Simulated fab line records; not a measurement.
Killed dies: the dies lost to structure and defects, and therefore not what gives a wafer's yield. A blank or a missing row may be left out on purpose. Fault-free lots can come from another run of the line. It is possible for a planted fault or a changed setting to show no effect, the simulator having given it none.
Chamber matching | flow nand-harc | NHARC_A_STAIRCASE_ETCHBACK_422 on rie-diel-01 has 4 sister chambers
The step etches the open film in CH3F/O2, target depth 40 nm, time 74.286 s. 14 wafers are shown with their chamber, then 7 later ones without.

## WAFERS PAIRED WITH THEIR CHAMBERS
wafer  | chamber | showerhead-plenum-p-Torr (Torr) | drypump-motor-current-A (A) | rf-vpp-V (V)
L075.1 | 1       | 2.35                            | 5.8                         | 242.5
L075.4 | 0       | 2.33                            | 5.4                         | 241.8
L075.5 | 2       | 2.53                            | 6.3                         | 245.6
L080.3 | 1       | 2.35                            | 5.8                         | 242.0
L080.4 | 3       | 2.47                            | 5.6                         | 245.6
L080.5 | 3       | 2.47                            | 5.6                         | 244.3
L079.2 | 2       | 2.53                            | 6.3                         | 245.4
L079.5 | 3       | 2.47                            | 5.6                         | 245.0
L079.6 | 0       | 2.33                            | 5.5                         | 243.1
L081.2 | 1       | 2.34                            | 5.8                         | 242.7
L081.5 | 3       | 2.47                            | 5.6                         | 243.6
L081.6 | 2       | 2.52                            | 6.3                         | 244.1
L082.1 | 1       | 2.34                            | 5.8                         | 241.7
L082.5 | 3       | 2.47                            | 5.5                         | 244.1

SIGNATURES (averages over the wafers above)
reading                  | chamber 0 | chamber 1 | chamber 2 | chamber 3 | scatter within a chamber
showerhead-plenum-p-Torr | 2.3300    | 2.3450    | 2.5267    | 2.4700    | 0.00408
drypump-motor-current-A  | 5.450     | 5.800     | 6.300     | 5.580     | 0.0361
rf-vpp-V                 | 242.450   | 242.225   | 245.033   | 244.520   | 0.726
Rule: a wafer's distance from a chamber is the root of the sum, over the readings, of the square of ((its reading less the chamber's mean) divided by the reading's scatter). The wafer belongs to the nearest chamber; if the next one is less than 2 further off, it can't be placed. The scatter: the root of (the sum of the squares of (reading less its chamber's mean) over the shown wafers, divided by (wafers less chambers)).

## WAFERS WITHOUT THEIR CHAMBER
wafer  | showerhead-plenum-p-Torr (Torr) | drypump-motor-current-A (A) | rf-vpp-V (V)
L082.6 | 2.32                            | 5.4                         | 242.2
L085.4 | 2.52                            | 6.3                         | 246.2
L085.5 | 2.46                            | 5.5                         | 246.1
L085.6 | 2.32                            | 5.4                         | 242.0
L093.1 | 2.32                            | 5.4                         | 242.3
L093.2 | 2.46                            | 5.5                         | 243.7
L093.6 | 2.32                            | 5.4                         | 244.3

## THE CHAMBER EACH PASSED THROUGH
wafer  | from the rows above | in truth
L082.6 | 0                   | 0
L085.4 | 2                   | 2
L085.5 | 3                   | 3
L085.6 | 0                   | 0
L093.1 | 0                   | 0
L093.2 | 3                   | 3
L093.6 | 0                   | 0
Placed correctly: 7 of 7. Not placeable from these rows: 0. Placed wrongly: 0.
